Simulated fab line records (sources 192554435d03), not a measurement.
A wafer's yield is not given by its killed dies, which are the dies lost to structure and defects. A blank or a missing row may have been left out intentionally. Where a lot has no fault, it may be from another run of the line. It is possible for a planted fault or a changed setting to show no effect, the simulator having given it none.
Chamber matching    flow n5-finfet    3 sister chambers for N5_FIN_SAQP_PECVD_47 on pecvd-02
The step deposits a-Si from SiH4/He, target thk 45 nm, time 36.3 s. 3 wafers are shown with their chamber, then 9 later ones without.

WAFERS WITH THEIR CHAMBER
wafer   chamber  showerhead-plenum-p-Torr (Torr)
L087.2  0        5.69
L089.1  2        5.66
L089.5  1        5.61

WAFERS MISSING THEIR CHAMBER
wafer   showerhead-plenum-p-Torr (Torr)
L090.3  5.65
L090.4  5.69
L090.6  5.65
L093.1  5.65
L093.3  5.63
L093.4  5.69
L097.2  5.65
L097.3  5.70
L097.6  5.70

EACH ONE'S CHAMBER
wafer   from the rows above      in truth
L090.3  2                        2
L090.4  0                        0
L090.6  2                        2
L093.1  2                        2
L093.3  can't be placed: 1 or 2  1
L093.4  0                        0
L097.2  2                        2
L097.3  0                        0
L097.6  0                        0
Correctly placed: 8 of 9. Cannot be placed on the basis of these rows: 1; the candidates contain the true chamber in 1. Wrongly placed: 0.
How it was worked out, from the rows above alone: a wafer's distance from a chamber is the root of the sum, over the readings, of the square of ((its reading less the chamber's mean) divided by the reading's scatter). The wafer belongs to the nearest chamber; if the next one is less than 2 further off, it can't be placed. Each chamber's mean is taken over the wafers shown for it. The scatter (one wafer shown for each chamber): square how far every hidden wafer sits from the nearest shown wafer, average those squares and take the square root.
